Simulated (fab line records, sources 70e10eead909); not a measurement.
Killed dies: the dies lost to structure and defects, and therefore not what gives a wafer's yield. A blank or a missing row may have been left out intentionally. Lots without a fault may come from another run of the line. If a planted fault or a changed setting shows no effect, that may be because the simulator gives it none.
Matching of chambers ; flow nand harc ; NHARC_P_GATE_ETCH_32 on rie si-02 has 4 sister chambers
The step etches the open film in HBr/Cl2, target depth 150 nm, time 100.1 s. 14 wafers are shown with their chamber, then 7 later ones without.

## EACH WAFER AND ITS CHAMBER
wafer;chamber;drypump motor current A (A);he backside leak sccm (sccm);oes product au (a.u.)
L076.4;0;5.4;2.98;1.000
L076.5;3;6.4;2.26;0.980
L076.6;0;5.4;2.77;1.002
L079.1;0;5.3;2.59;0.986
L079.3;1;4.8;2.56;1.005
L079.5;3;6.4;2.40;0.996
L081.1;3;6.4;2.38;0.975
L081.4;0;5.4;2.71;0.986
L081.5;2;4.7;2.34;1.024
L083.2;1;4.8;2.47;0.986
L083.3;3;6.4;2.27;0.977
L083.6;2;4.7;2.40;1.017
L085.2;0;5.4;2.77;0.990
L085.3;3;6.4;2.32;0.974

SIGNATURES, as means of the wafers listed above
reading;chamber 0;chamber 1;chamber 2;chamber 3;scatter within a chamber
drypump motor current A;5.380;4.800;4.700;6.400;0.0283
he backside leak sccm;2.7640;2.5150;2.3700;2.3260;0.101
oes product au;0.99280;0.99550;1.02050;0.98040;0.00876
Rule: distance of a wafer from a chamber = root of the sum over the readings of ((wafer's reading minus chamber's mean) / reading's scatter) squared. If the next closest chamber is less than 2 further off than the closest, the wafer can't be placed; otherwise it belongs to the closest. How the scatter is found: for the shown wafers, subtract from each reading the mean of its chamber, square and add these, divide the total by (wafers less chambers), then take the root.

## WAFERS MISSING THEIR CHAMBER
wafer;drypump motor current A (A);he backside leak sccm (sccm);oes product au (a.u.)
L085.6;4.8;2.33;0.986
L094.2;5.4;2.76;0.991
L094.3;4.9;2.51;0.997
L094.5;5.4;2.68;0.993
L096.2;5.4;2.82;0.987
L096.3;6.3;2.45;1.009
L096.5;4.8;2.21;0.999

## WHICH CHAMBER EACH WENT THROUGH
wafer;from the rows above;in truth
L085.6;1;1
L094.2;0;0
L094.3;1;1
L094.5;0;0
L096.2;0;0
L096.3;3;3
L096.5;can't be placed: 1 or 2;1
Placed correctly: 6 of 7. From these rows, 1 cannot be placed; in 1 the true chamber is one of the candidates. Placed wrongly: 0.
